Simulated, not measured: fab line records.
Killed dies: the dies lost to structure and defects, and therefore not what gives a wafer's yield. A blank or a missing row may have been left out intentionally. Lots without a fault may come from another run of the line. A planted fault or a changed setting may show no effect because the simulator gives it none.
Problem report, 8D (eight disciplines) form, completed by code || flow n5 finfet || the parts of the form that need people (team, actions taken, sign-off) are left out

1. WHAT WENT WRONG
At N5_BEOL_M7_ETCH_41, rf fwd power W averages 297.0 W over 6 wafers from 2 lots, while fault-free wafers read 391.3 W, standard deviation 1.5. That is -63 standard deviations from the usual mean.
The step: etches SiCN in CH3F/O2, target depth 31.9 nm, time 57.8 s.
Seen first at day 10 13:09 on rie diel-06, wafer L822.3. At this step, 18 wafers from 6 lots have a number in the record. Rule for "out" (also "out of limits"): further than 4 standard deviations from the usual mean. Any other wafer with a number is counted as sound.

2. WHAT IT IS, WHAT IT ISN'T
{"question": "which readings at this step", "is": "rf fwd power W, rf vpp V", "is not": "oes product au, showerhead plenum p Torr, throttle valve pct"}
{"question": "which lots", "is": "L822, L824", "is not": "L815, L816, L832, L833"}
{"question": "which wafers of those lots", "is": "all that have a number", "is not": "-"}
{"question": "read on which tools", "is": "rie diel-06", "is not": "rie diel-02"}
{"question": "when", "is": "from day 10 13:09", "is not": "up to then (6 sound wafers); but 6 sound wafers of L832, L833 came after"}

3. THE SUSPECTS, EACH WITH WHAT RULES IT OUT
Counting: a tool at a process step up to the reading stays a suspect if it ran every lot that is out and no sound lot after the first of them.
- rie diel-06 at N5_BEOL_M7_DESCUM_33 (chemistry O2, time 7 s): kept. Every lot that is out went through it, starting with L822 (day 10 12:51), and after that it ran no sound lot; the last sound lot it ran before then is L815 (day 9 11:28).
- rie diel-06 at N5_BEOL_M7_VIA_ETCH_34 (etches SiCOH lowk in C4F6/O2, target depth 125.5 nm, time 50.5 s): kept. Every lot that is out went through it, starting with L822 (day 10 13:02), and after that it ran no sound lot; the last sound lot it ran before then is L815 (day 9 11:38).
- rie diel-06 at N5_BEOL_M7_STRIP_36 (strips in N2/H2): kept. Every lot that is out went through it, starting with L822 (day 10 13:05), and after that it ran no sound lot; the last sound lot it ran before then is L815 (day 9 11:41).
- rie diel-06 at N5_BEOL_M7_TRENCH_ETCH_37 (etches SiCOH lowk in C4F6/O2, target depth 93.478 nm, time 31.2 s): kept. Every lot that is out went through it, starting with L822 (day 10 13:09), and after that it ran no sound lot; the last sound lot it ran before then is L815 (day 9 11:46). With no start given for some of its lots, N5_BEOL_M7_TRENCH_ETCH_37 uses the hours and lot order of N5_BEOL_M7_ETCH_41.
- rie diel-06 at N5_BEOL_M7_ETCH_41 (etches SiCN in CH3F/O2, target depth 31.9 nm, time 57.8 s): kept. Every lot that is out went through it, starting with L822 (day 10 13:09), and after that it ran no sound lot; the last sound lot it ran before then is L815 (day 9 11:46). Out on those wafers are its own readings of rf fwd power W, rf vpp V.
Left after counting: rie diel-06 at N5_BEOL_M7_DESCUM_33, rie diel-06 at N5_BEOL_M7_VIA_ETCH_34, rie diel-06 at N5_BEOL_M7_STRIP_36, rie diel-06 at N5_BEOL_M7_TRENCH_ETCH_37, rie diel-06 at N5_BEOL_M7_ETCH_41.

4. THE CAUSE (what the simulator had put in)
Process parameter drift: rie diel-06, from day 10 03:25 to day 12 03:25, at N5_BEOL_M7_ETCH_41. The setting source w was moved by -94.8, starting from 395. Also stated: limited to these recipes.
Of the 5 suspects that counting leaves, this tool is one.

5. SEQUENCE OF EFFECTS, ordered by route
Each row: a reading where the mean over the struck wafers with a number is more than 3 standard deviations away from the usual. Only readings whose record carries a usual standard deviation are examined. hours: median over the lots of the time between each lot's start at the first step of this table that gives one and its start at this step. sigmas: the change, counted in usual standard deviations.
{"hours": 0, "step": "N5_BEOL_M7_ETCH_41", "reading": "rf fwd power W", "usual": "391.3 W", "on struck wafers": 297.0, "change": -94.3, "sigmas": -63}
{"hours": 0, "step": "N5_BEOL_M7_ETCH_41", "reading": "rf vpp V", "usual": "297.6 V", "on struck wafers": 324.4, "change": "+26.8", "sigmas": "+14"}
Its process steps:
- N5_BEOL_M7_ETCH_41: etches SiCN in CH3F/O2, target depth 31.9 nm, time 57.8 s.

6. WHAT WOULD HAVE CAUGHT IT SOONER
The fault began at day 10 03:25; the first out-of-limits reading in this record came at day 10 13:09, 10 hours later.
